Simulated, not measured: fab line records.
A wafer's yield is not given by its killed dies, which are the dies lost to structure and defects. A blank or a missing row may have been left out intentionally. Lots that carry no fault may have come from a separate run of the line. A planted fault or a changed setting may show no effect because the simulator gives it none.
8D (eight disciplines) problem report, filled in by code / flow n5 finfet / the parts of the form that need people (team, actions taken, sign-off) are left out

== 1. WHAT IS WRONG ==
A mean of 133.9 W is read at N5_BEOL_M8_VIA_ETCH_34 for bias w, taken on 1 wafer of 1 lot, against 185.0 W (standard deviation 0.6) on wafers free of any fault. Relative to the usual mean, that is a shift of -85 standard deviations.
The step: etches SiCOH lowk in C4F6/O2, target depth 125.5 nm, time 50.5 s.
First observed at day 13 06:43: wafer L388.3, on rie diel-02. The record has a number at this step for 15 wafers belonging to 5 lots. Rule for "out" (also "out of limits"): further than 4 standard deviations from the usual mean. The rest of the wafers with a number are treated as sound.

== 2. WHAT IT IS; WHAT IT IS NOT ==
question=which readings at this step | is=bias w, rf vpp V | is not=drypump motor current A, oes product au, showerhead plenum p Torr, throttle valve pct
question=which lots | is=L388 | is not=L376, L382, L389, L397
question=which wafers of those lots | is=L388.3 | is not=L388.4, L388.6
question=read on which tools | is=rie diel-02 | is not=rie diel-01, rie diel-04
question=when | is=from day 13 06:43 | is not=up to then (11 sound wafers); but 3 sound wafers of L397 came after

== 3. SUSPECTS, AND WHAT RULES EACH OUT ==
Counting: a tool at a process step up to the reading stays a suspect if it ran every lot that is out. Sound lots after the first of them don't rule it out here, since some wafers of a struck lot are sound.
- rie diel-02 at N5_BEOL_M8_DESCUM_33 (chemistry O2, time 7 s): kept. It ran the lot that is out, L388 (day 13 06:32); its last sound lot up to then is L382 (day 12 00:56).
- rie diel-02 at N5_BEOL_M8_ETCH_72 (etches underlayer in N2/H2, target depth 6.5 nm, time 5.2 s): kept. It ran the lot that is out, L388 (day 13 06:34); its last sound lot up to then is L382 (day 12 00:58).
- rie diel-02 at N5_BEOL_M8_ETCH_65 (etches SiARC in CF4, target depth 15.6 nm, time 26 s): kept. It ran the lot that is out, L388 (day 13 06:35); its last sound lot up to then is L382 (day 12 00:59).
- rie diel-02 at N5_BEOL_M8_ETCH_66 (etches SOC in N2/H2, target depth 80 nm, overetch 16 nm, time 120 s): kept. It ran the lot that is out, L388 (day 13 06:37); its last sound lot up to then is L382 (day 12 01:01).
- rie diel-02 at N5_BEOL_M8_VIA_ETCH_34 (etches SiCOH lowk in C4F6/O2, target depth 125.5 nm, time 50.5 s): kept. It ran the lot that is out, L388 (day 13 06:43); its last sound lot up to then is L382 (day 12 01:07). Out on those wafers are its own readings of bias w, rf vpp V.
- In rie diel-02 at N5_BEOL_M8_DESCUM_33, the wafers that are out were processed in chamber 0 and their sound lot-mates in chambers 2, 3.
- In rie diel-02 at N5_BEOL_M8_ETCH_72, the wafers that are out were processed in chamber 0 and their sound lot-mates in chambers 2, 3.
- In rie diel-02 at N5_BEOL_M8_ETCH_65, the wafers that are out were processed in chamber 0 and their sound lot-mates in chambers 2, 3.
- In rie diel-02 at N5_BEOL_M8_ETCH_66, the wafers that are out were processed in chamber 0 and their sound lot-mates in chambers 2, 3.
- In rie diel-02 at N5_BEOL_M8_VIA_ETCH_34, the wafers that are out were processed in chamber 0 and their sound lot-mates in chambers 2, 3.
Left after counting: rie diel-02 at N5_BEOL_M8_DESCUM_33, rie diel-02 at N5_BEOL_M8_ETCH_72, rie diel-02 at N5_BEOL_M8_ETCH_65, rie diel-02 at N5_BEOL_M8_ETCH_66, rie diel-02 at N5_BEOL_M8_VIA_ETCH_34.

== 4. THE CAUSE (what the simulator had put in) ==
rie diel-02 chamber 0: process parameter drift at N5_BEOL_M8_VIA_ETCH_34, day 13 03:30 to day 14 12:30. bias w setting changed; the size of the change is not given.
After counting, 5 suspects remain, this tool included.

== 5. THE CHAIN OF EFFECTS, in route order ==
Rows list readings where the struck wafers' mean (over those with a number) sits beyond 3 standard deviations from the usual. Only readings whose record carries a usual standard deviation are examined. hours: median over the lots of the time between each lot's start at the first step of this table that gives one and its start at this step. sigmas: the change, counted in usual standard deviations.
hours=0; step=N5_BEOL_M8_VIA_ETCH_34; reading=bias w; usual=185.0 W; on struck wafers=133.9; change=-51.1; sigmas=-85
hours=0; step=N5_BEOL_M8_VIA_ETCH_34; reading=rf vpp V; usual=662 V; on struck wafers=508; change=-154; sigmas=-15
The process steps in it:
- N5_BEOL_M8_VIA_ETCH_34: etches SiCOH lowk in C4F6/O2, target depth 125.5 nm, time 50.5 s.

== 6. HOW IT WOULD HAVE BEEN CAUGHT EARLIER ==
The fault began at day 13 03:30; the first out-of-limits reading in this record came at day 13 06:43, 3 hours later.
